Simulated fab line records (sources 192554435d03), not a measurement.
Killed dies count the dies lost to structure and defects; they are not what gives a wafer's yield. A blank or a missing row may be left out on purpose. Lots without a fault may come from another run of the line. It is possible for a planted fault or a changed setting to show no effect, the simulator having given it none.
Chamber matching -- flow n5-finfet -- N5_FIN_SAQP_ETCH_65 on rie-si-01 has 4 sister chambers
The step etches SiO2 in CF4, target depth 4 nm, time 4.4 s. 4 wafers are shown with their chamber, then 9 later ones without.

## EACH WAFER AND ITS CHAMBER
wafer,chamber,throttle-valve-pct (%)
L088.5,1,21.95
L092.1,2,21.99
L092.3,3,22.41
L092.4,0,21.87

## WAFERS WITHOUT THEIR CHAMBER
wafer,throttle-valve-pct (%)
L093.2,21.94
L093.4,22.01
L093.5,21.92
L094.1,21.87
L094.2,22.00
L094.3,22.40
L097.1,22.40
L097.3,21.93
L097.5,22.41

## WHICH CHAMBER EACH ONE RAN IN
wafer,from the rows above,in truth
L093.2,1,1
L093.4,2,2
L093.5,can't be placed: 1 or 0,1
L094.1,0,0
L094.2,2,2
L094.3,3,3
L097.1,3,3
L097.3,1,1
L097.5,3,3
Correct placement for 8 of the 9. These rows do not allow placing 1 (true chamber among the candidates in 1). Placed wrongly: 0.
How it was worked out, from the rows above alone: a wafer's distance from a chamber is the root of the sum, over the readings, of the square of ((its reading less the chamber's mean) divided by the reading's scatter). The wafer belongs to the nearest chamber; if the next one is less than 2 further off, it can't be placed. Each chamber's mean is taken over the wafers shown for it. The scatter: with one shown wafer a chamber, the root of the mean of the squares of how far each hidden wafer lies from its nearest shown one.
